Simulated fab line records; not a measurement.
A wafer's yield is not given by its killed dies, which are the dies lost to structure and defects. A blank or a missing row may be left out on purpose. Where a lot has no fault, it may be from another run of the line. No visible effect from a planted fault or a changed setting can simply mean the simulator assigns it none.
Matching of chambers + flow n5-finfet + N5_BEOL_M4_ILD_DEP_00 on pecvd-02: 3 sister chambers
The step deposits SiOC from DEMS/O2, target thk 79 nm, time 15.3 s. 3 wafers are shown with their chamber, then 10 later ones without.

## WAFERS WITH THEIR CHAMBER
| wafer  | chamber | showerhead-plenum-p-Torr (Torr) |
|--------|---------|---------------------------------|
| L085.1 | 1       | 5.675                           |
| L093.1 | 0       | 5.687                           |
| L093.2 | 2       | 5.707                           |

## WAFERS WITHOUT THEIR CHAMBER
| wafer  | showerhead-plenum-p-Torr (Torr) |
|--------|---------------------------------|
| L093.6 | 5.692                           |
| L094.1 | 5.710                           |
| L094.4 | 5.712                           |
| L094.5 | 5.704                           |
| L095.1 | 5.700                           |
| L095.3 | 5.678                           |
| L095.4 | 5.702                           |
| L096.3 | 5.688                           |
| L096.4 | 5.683                           |
| L096.6 | 5.686                           |

## WHICH CHAMBER EACH ONE RAN IN
| wafer  | from the rows above     | in truth                   |
|--------|-------------------------|----------------------------|
| L093.6 | 0                       | 0                          |
| L094.1 | 2                       | 2                          |
| L094.4 | 2                       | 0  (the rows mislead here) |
| L094.5 | 2                       | 2                          |
| L095.1 | can't be placed: 2 or 0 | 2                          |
| L095.3 | can't be placed: 1 or 0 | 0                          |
| L095.4 | 2                       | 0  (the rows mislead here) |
| L096.3 | 0                       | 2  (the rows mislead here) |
| L096.4 | can't be placed: 0 or 1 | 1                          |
| L096.6 | 0                       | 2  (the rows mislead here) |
Correct placement for 3 of the 10. Unplaceable from these rows: 3, with the true chamber sitting among the candidates in 3. Wrongly placed: 4.
How it was worked out, from the rows above alone: a wafer's distance from a chamber is the root of the sum, over the readings, of the square of ((its reading less the chamber's mean) divided by the reading's scatter). The wafer belongs to the nearest chamber; if the next one is less than 2 further off, it can't be placed. For every chamber, the mean is computed from those of its wafers that are shown. The scatter: with one shown wafer a chamber, the root of the mean of the squares of how far each hidden wafer lies from its nearest shown one.
